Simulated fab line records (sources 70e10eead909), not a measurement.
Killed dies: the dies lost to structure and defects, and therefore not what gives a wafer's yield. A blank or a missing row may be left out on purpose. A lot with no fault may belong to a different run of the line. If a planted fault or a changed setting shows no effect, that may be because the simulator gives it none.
Matching of chambers / flow nand harc / 4 sister chambers for NHARC_P_M0_ETCH_34 on rie diel-01
The step etches the open film in N2/H2, target depth 40 nm, overetch 12 nm, time 43.94 s. 8 wafers are shown with their chamber, then 9 later ones without.

## EACH WAFER AND ITS CHAMBER
wafer=L079.4; chamber=1; showerhead plenum p Torr (Torr)=2.14; drypump motor current A (A)=5.7
wafer=L082.3; chamber=0; showerhead plenum p Torr (Torr)=2.09; drypump motor current A (A)=5.9
wafer=L084.1; chamber=3; showerhead plenum p Torr (Torr)=1.93; drypump motor current A (A)=6.4
wafer=L084.5; chamber=0; showerhead plenum p Torr (Torr)=2.09; drypump motor current A (A)=5.9
wafer=L084.6; chamber=3; showerhead plenum p Torr (Torr)=1.93; drypump motor current A (A)=6.4
wafer=L091.2; chamber=2; showerhead plenum p Torr (Torr)=2.01; drypump motor current A (A)=5.9
wafer=L091.5; chamber=1; showerhead plenum p Torr (Torr)=2.12; drypump motor current A (A)=5.6
wafer=L091.6; chamber=2; showerhead plenum p Torr (Torr)=2.01; drypump motor current A (A)=5.9

## WAFERS WHOSE CHAMBER IS MISSING
wafer=L093.2; showerhead plenum p Torr (Torr)=1.92; drypump motor current A (A)=6.3
wafer=L093.4; showerhead plenum p Torr (Torr)=2.12; drypump motor current A (A)=5.6
wafer=L093.5; showerhead plenum p Torr (Torr)=2.08; drypump motor current A (A)=5.9
wafer=L094.3; showerhead plenum p Torr (Torr)=1.92; drypump motor current A (A)=6.3
wafer=L094.4; showerhead plenum p Torr (Torr)=2.08; drypump motor current A (A)=5.9
wafer=L094.6; showerhead plenum p Torr (Torr)=2.08; drypump motor current A (A)=5.9
wafer=L096.1; showerhead plenum p Torr (Torr)=2.01; drypump motor current A (A)=5.9
wafer=L096.2; showerhead plenum p Torr (Torr)=1.92; drypump motor current A (A)=6.3
wafer=L096.5; showerhead plenum p Torr (Torr)=2.12; drypump motor current A (A)=5.7

## WHICH CHAMBER EACH WENT THROUGH
wafer=L093.2; from the rows above=3; in truth=3
wafer=L093.4; from the rows above=1; in truth=1
wafer=L093.5; from the rows above=0; in truth=0
wafer=L094.3; from the rows above=3; in truth=3
wafer=L094.4; from the rows above=0; in truth=0
wafer=L094.6; from the rows above=0; in truth=0
wafer=L096.1; from the rows above=2; in truth=2
wafer=L096.2; from the rows above=3; in truth=3
wafer=L096.5; from the rows above=1; in truth=1
9 of 9 placed correctly. From these rows, 0 cannot be placed. Wrongly placed: 0.
How it was worked out, from the rows above alone: a wafer's distance from a chamber is the root of the sum, over the readings, of the square of ((its reading less the chamber's mean) divided by the reading's scatter). The wafer belongs to the nearest chamber; if the next one is less than 2 further off, it can't be placed. The mean given for a chamber averages the wafers shown for that chamber. The scatter: the root of (the sum of the squares of (reading less its chamber's mean) over the shown wafers, divided by (wafers less chambers)).
